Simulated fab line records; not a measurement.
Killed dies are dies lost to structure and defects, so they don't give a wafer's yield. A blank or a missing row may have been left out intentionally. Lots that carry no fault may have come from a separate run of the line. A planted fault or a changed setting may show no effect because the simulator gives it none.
A lot that was struck, set against a sound lot | flow n5 finfet | 45 steps out of a route of 1938
Sound: these wafers, L257.1, L257.3, L257.4. Struck: wafer L264.5. (L264.4 of the same lot was not struck and is left out.) The cause comes at the end.
Order at every step that has rows: each side's tool, ch and its chambers, its first start. Under that, the readings that differ: sound wafers | struck wafers | difference of the means | sigmas: that difference in standard deviations of wafers without a fault.
alike: readings with means less than 2 such deviations apart, plus words and numbers identical on both sides. not compared: withheld readings, readings lacking a value on some wafer, bounds such as >300 that could conceal the same value, and numbers that have no deviation in the record and whose values overlap.
The two part at a step that has a row with sigmas, a row that says differs or no value, or rows on one side only. Numbers that don't overlap but have no deviation are shown without sigmas and don't part them. A reading that every wafer of one side lacks parts them only if that side has two wafers or more.

first, 11 steps without rows for these wafers: N5_BEOL_M2_DESCUM_33 (chemistry O2, time 7 s); N5_BEOL_M2_ETCH_77 (etches underlayer in N2/H2, target depth 6.5 nm, time 5.2 s); N5_BEOL_M2_ETCH_69 (etches SiARC in CF4, target depth 15.6 nm, time 26 s); N5_BEOL_M2_ALD_98 (deposits SiO2, target thk 2.5 nm, pulse time 1 s, co reactant pulse time 1 s); N5_BEOL_M2_ETCHBACK_99 (etches SiO2 in CHF3, target depth 5 nm, time 10.4 s); N5_BEOL_M2_ETCH_70 (etches SOC in N2/H2, target depth 80 nm, overetch 24 nm, time 130 s); N5_BEOL_M2_STRIP_71 (strips in N2/H2); N5_BEOL_M2_STRIP_78 (strips in N2/H2); N5_BEOL_M2_VIA_ETCH_34 (etches the open film in C4F6/O2, target depth 69.4 nm, time 65.9 s); N5_BEOL_M2_STRIP_83 (strips in C4F6/O2); N5_BEOL_M2_STRIP_36 (strips in N2/H2).
N5_BEOL_M2_TRENCH_ETCH_37: etches SiOC in C4F6/O2, target depth 55.555 nm, time 29.2 s.
  sound on rie diel-03 ch 0,1,3, day 9 00:47; struck on rie diel-03 ch 0, day 10 23:05
  reading                                    | sound             | struck | difference | sigmas
  drypump motor current A (A)                | 5.9 5.1 6.3       | 5.0    | -0.8       | -2
  rf vpp V (V)                               | 655 676 659       | 677    | +14        | +2
  run length s (s)                           | 52.0 52.3 53.6    | 41.9   | -10.7      | -19
  model.etch.depth nm (nm)                   | 55.72 56.51 56.38 | 36.97  | -19.23     |
  model.BEOL_M2.feature depth nm (nm)        | 55.8 56.6 56.4    | 37     | -19        |
  model.TiN_of_BEOL_M2_HM_DEP_02.thk nm (nm) | 17.6 17.4 17.4    | 18.2   | +0.7       |
  alike: C4F6_flow_sccm, chamber pressure mTorr, oes product au, showerhead plenum p Torr, throttle valve pct
  not compared: rf fwd power W, rf hours counter h
then, 2 steps without rows for these wafers: N5_BEOL_M2_ETCH_41 (etches SiCN in CH3F/O2, target depth 29.9 nm, time 52.5 s); N5_BEOL_M2_STRIP_97 (strips in N2/H2, time 10 s).
N5_BEOL_M2_OCD_MEAS_38:
  sound: ocd-02 at day 9 00:57; struck: ocd-01 at day 10 23:14
  reading              | sound          | struck | difference | sigmas
  trench depth nm (nm) | 56.0 56.7 56.4 | 37.2   | -19.2      | -22
then, 25 steps without rows for these wafers: N5_BEOL_M2_HM_STRIP_39 (strips TiN in peroxide tin strip, target depth 25 nm, time 158 s); N5_BEOL_M2_SRD_40 (time 30 s); N5_BEOL_M2_PRECLEAN_42 (cleans in residue remover, time 60 s); N5_BEOL_M2_SRD_43 (time 30 s); N5_BEOL_M2_DEGAS_44 (time 60 s); N5_BEOL_M2_PRE_CLEAN_45 (time 30 s); N5_BEOL_M2_ALD_84 (deposits TaN, pulse time 2 s, purge time 3 s, co reactant purge time 2 s); N5_BEOL_M2_SURFACE_TREAT_85; N5_BEOL_M2_CVD_47 (deposits Co from CCTBA/H2, target thk 3 nm, time 223.8 s); N5_BEOL_M2_SPUTTER_48 (material Cu, target thk 4.5 nm, time 8.29 s); N5_BEOL_M2_ANNEAL_49 (time 240 s); N5_BEOL_M2_SPUTTER_79 (material Cu, target thk 4.5 nm, time 8.29 s); N5_BEOL_M2_ANNEAL_80 (time 240 s); N5_BEOL_M2_SPUTTER_81 (material Cu, target thk 4.5 nm, time 8.29 s); N5_BEOL_M2_ANNEAL_82 (time 240 s); N5_BEOL_M2_SPUTTER_86 (material Cu, target thk 4.5 nm, time 8.29 s); N5_BEOL_M2_ANNEAL_87 (time 240 s); N5_BEOL_M2_SPUTTER_88 (material Cu, target thk 4.5 nm, time 8.29 s); N5_BEOL_M2_ANNEAL_89 (time 240 s); N5_BEOL_M2_SPUTTER_90 (material Cu, target thk 4.5 nm, time 8.29 s); N5_BEOL_M2_ANNEAL_91 (time 240 s); N5_BEOL_M2_SPUTTER_92 (material Cu, target thk 4.5 nm, time 8.29 s); N5_BEOL_M2_ANNEAL_93 (time 240 s); N5_BEOL_M2_SPUTTER_94 (material Cu, target thk 4.5 nm, time 8.29 s); N5_BEOL_M2_ANNEAL_95 (time 240 s).
N5_BEOL_M2_CMP_52: polishes, stops on SiOC, t overpolish 6.8 s, target thk 40 nm.
  sound on cmp-01 ch 0,2,3, day 9 05:10; struck on cmp-02 ch 0, day 11 02:49
  reading                                | sound             | struck | difference | sigmas
  overpolish run s (s)                   | 6.809 6.807 6.793 | 6.779  | -0.024     | -3
  model.Cu_of_BEOL_M2_ECD_50.thk nm (nm) | 40.8 41.6 41.4    | 20.6   | -20.7      |
  alike: barrier field endpoint s, motor current A, time to endpoint s
N5_BEOL_M2_THK_MEAS_53: measures by xrf.
  sound: film metro-01 at day 9 05:28; struck: film metro-02 at day 11 03:05
  reading     | sound          | struck | difference | sigmas
  M2_THK (nm) | 40.8 41.7 41.3 | 20.7   | -20.6      | -15
N5_BEOL_M2_RS_MEAS_58: uses a four-point probe to measure.
  sound: film metro-01 at day 9 05:44; struck: film metro-01 at day 11 03:24
  reading        | sound          | struck | difference | sigmas
  M2_RS (ohm/sq) | 0.65 0.64 0.64 | 1.61   | +0.97      | +30
N5_BEOL_M4_RC_MEAS_101:
  sound on prober-02 ch 0, day 10 18:38; struck on prober-01 ch 0, day 12 14:20
  reading                      | sound             | struck | difference | sigmas
  CHAIN_V1 (ohm/link)          | 236 239 227       | 262    | +28        | +4
  CHAIN_V1_max_site (ohm/link) | 249 248 237       | 267    | +22        | +3
  DIBL_N (mV/V)                | 38.6 37.5 37.9    | 34.4   | -3.6       | -2
  IOFF_N (nA/um)               | 0.206 0.191 0.196 | 0.129  | -0.069     | -3
  IOFF_P (nA/um)               | 0.25 0.25 0.24    | 0.17   | -0.08      | -2
  SERP_M2 (ohm/um)             | 204 198 179       | 456    | +262       | +19
  SERP_M2_max_site (ohm/um)    | 221 208 193       | 479    | +272       | +19
  VT_N (mV)                    | 246.6 244.8 244.2 | 253.3  | +8.1       | +3
  VT_P (mV)                    | -247 -247 -247    | -259   | -12        | -4
  alike: DIBL_P, ION_N, ION_P, SS_N, SS_P
-- the record jumps here: 5 days lie between the struck wafers' starts before and after (it left off in module BEOL_M4 and takes up again in module PASSIVATION, whose first step shown is number 1936 of the route) --
N5_PASSIVATION_PROBE_49:
  sound: prober-01 at day 15 10:10; struck: prober-01 at day 17 18:25
  reading                  | sound          | struck | difference | sigmas
  defect limited yield (%) | 90.0 90.3 91.5 | 73.0   | -17.6      | -12
  killed_at_M0_to_M3       | 32 25 16       | 260    | +236       | +25
  killed at front end      | 61 59 54       | 30     | -28        | -3
  killed dies              | 118 115 100    | 319    | +208       | +12
  sort_bin_8_speed (%)     | 0 0 0          | 19.58  | +19.58     |
  sort n pass              | 1062 1065 1080 | 861    | -208       | -12
  alike: killed_at_M4_up, killed at contacts, killed at other, killed on rim, killed open, killed short, sort_bin_5_function, sort_bin_6_memory

== WHERE THEY PART ==
Last at N5_PASSIVATION_PROBE_49 as far as this record goes, first at N5_BEOL_M2_TRENCH_ETCH_37.

WHY: what the simulator had put in
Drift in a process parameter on rie diel-03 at N5_BEOL_M2_TRENCH_ETCH_37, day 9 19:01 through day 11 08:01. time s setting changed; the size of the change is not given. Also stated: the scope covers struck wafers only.
